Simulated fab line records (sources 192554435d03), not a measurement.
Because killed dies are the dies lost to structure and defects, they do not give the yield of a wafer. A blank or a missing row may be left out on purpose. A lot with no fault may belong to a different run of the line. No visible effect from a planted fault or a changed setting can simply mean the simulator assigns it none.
Split-lot trial ; flow n5Finfet ; 21 wafers read from 7 lots, route of 1938 steps

THE SPLIT
At N5_SD_EPI_N_EPI_21 (deposits Si:P, time 690 s), the setting epiGrowthTimeS was moved away from the recipe's 690 s on 4 of the 21 wafers read, by -4.6% to +3.6%. All remaining wafers had this setting at the recipe value.

FROM THE SPLIT TO THE READING: what the file shows between them, 6 steps
- N5_SD_EPI_P_COAT_34: time 60 s, resist thk 350 nm (also split here: spinRpm)
- N5_SD_EPI_P_COAT_35: time 60 s, resist thk 35 nm
- N5_SD_EPI_P_COAT_03: resist thk 150 nm
- N5_SD_EPI_P_EPI_21: deposits SiGe:B, time 355 s
- N5_SD_EPI_P_HM_STRIP_48: strips SiNx in H3PO4, material SiNx, target depth 3 nm
- N5_SD_EPI_P_SRD_49: time 30 s

THE READING
Si-P_of_SD_EPI_N_EPI_21.thkNm (the simulator's own value, which no gauge read), in nm, at N5_SD_EPI_P_PRECLEAN_24 (cleans in O3/DIW, time 45 s). The file gives no usual value for it. Average 57.9 nm, standard deviation 0.49 nm, over the 17 wafers here run with the recipe.

wafer;tool, chamber at the split;epiGrowthTimeS as run, s;against the recipe;Si-P_of_SD_EPI_N_EPI_21.thkNm, nm;against lot-mates on the recipe
L075.3;epiRpcvd-03, 0;690;recipe;57.6;-
L075.4;epiRpcvd-03, 0;690;recipe;58.2;-
L075.5;epiRpcvd-03, 0;690;recipe;57.8;-
L076.2;epiRpcvd-03, 0;690;recipe;58;-
L076.3;epiRpcvd-03, 0;690;recipe;57.8;-
L076.6;epiRpcvd-03, 0;690;recipe;57.2;-
L085.2;epiRpcvd-02, 0;690;recipe;58.2;-
L085.3;epiRpcvd-02, 0;690;recipe;58.2;-
L085.5;epiRpcvd-02, 0;690;recipe;58.8;-
L086.3;epiRpcvd-04, 0;690;recipe;57.6;-
L086.4;epiRpcvd-04, 0;690;recipe;57.4;-
L086.6;epiRpcvd-04, 0;690;recipe;57.2;-
L087.1;epiRpcvd-02, 0;690;recipe;57.4;-
L087.2;epiRpcvd-02, 0;714.9;+3.6%;58.6;+1.2
L087.4;epiRpcvd-02, 0;714.9;+3.6%;58.4;+1.0
L090.2;epiRpcvd-03, 0;658.1;-4.6%;57;-2.0
L090.4;epiRpcvd-03, 0;690;recipe;59;-
L090.5;epiRpcvd-03, 0;658.1;-4.6%;56.2;-2.8
L096.1;epiRpcvd-02, 0;690;recipe;58.2;-
L096.3;epiRpcvd-02, 0;690;recipe;58.2;-
L096.2;epiRpcvd-02, 0;690;recipe;58;-

FIT RESULTS
A straight line over all 21 wafers: Si-P_of_SD_EPI_N_EPI_21.thkNm changes by +0.237 nm for each +1% of epiGrowthTimeS; r = +0.67; the points scatter about the line by 0.5 nm.
The same after taking each lot's own level away (the mean of its wafers on the recipe; 21 wafers): +0.436 nm for each +1%; r = +0.94; scatter 0.31 nm.
That fit puts the effect of the largest move of epiGrowthTimeS on the reading at 2 nm.
The span of the lots' own levels, 57.40 to 59.00 nm, comes to 3.2 times the standard deviation stated above.
So the lot-to-lot level blurs the effect unless lot-mates are compared.
Check: -2.15 nm against its lot-mates is what the line predicts for one of the wafers moved furthest among these (-4.6%) when that wafer is left out of the fit. Against them it came out at -2 nm.

THESE WAFERS: OTHER SPLITS
Note: prior to the reading, these wafers also went through further splits. Each is held against what the fit with the lots' levels taken away leaves over:
other split on the same wafers;wafers away from the commonest value;r with Si-P_of_SD_EPI_N_EPI_21.thkNm (lot level and that fit taken away)
N5_WELL_APT_COAT_19 spinRpm;7;+0.10
N5_FIN_SAQP_HM_DEP_03 timeS;8;-0.06
N5_FIN_SAQP_HM_DEP_72 timeS;6;-0.23
N5_DUMMY_GATE_ETCH_32 timeS;6;+0.02
N5_SD_EPI_P_COAT_34 spinRpm;6;-0.14

THE WHOLE CHAIN: every reading that the file lists as answering this split, in the file's order
step;what it does;reading;change (the file's fit);r (the file's)
N5_SD_EPI_N_EPI_21;deposits Si:P, time 690 s;Si-P_of_SD_EPI_N_EPI_21.thkNm (the simulator's own value, which no gauge read);+0.465 nm for each +1% of the setting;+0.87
N5_SD_EPI_P_HM_STRIP_48;strips SiNx in H3PO4, material SiNx, target depth 3 nm;Si-P_of_SD_EPI_N_EPI_21.thkNm (the simulator's own value, which no gauge read);+0.427 nm for each +1% of the setting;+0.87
N5_SD_EPI_P_PRECLEAN_24;cleans in O3/DIW, time 45 s;Si-P_of_SD_EPI_N_EPI_21.thkNm (the simulator's own value, which no gauge read);+0.438 nm for each +1% of the setting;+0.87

THE FILE'S OWN FIT
Si-P_of_SD_EPI_N_EPI_21.thkNm changes by +0.438 nm for each +1% of epiGrowthTimeS, r = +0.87.
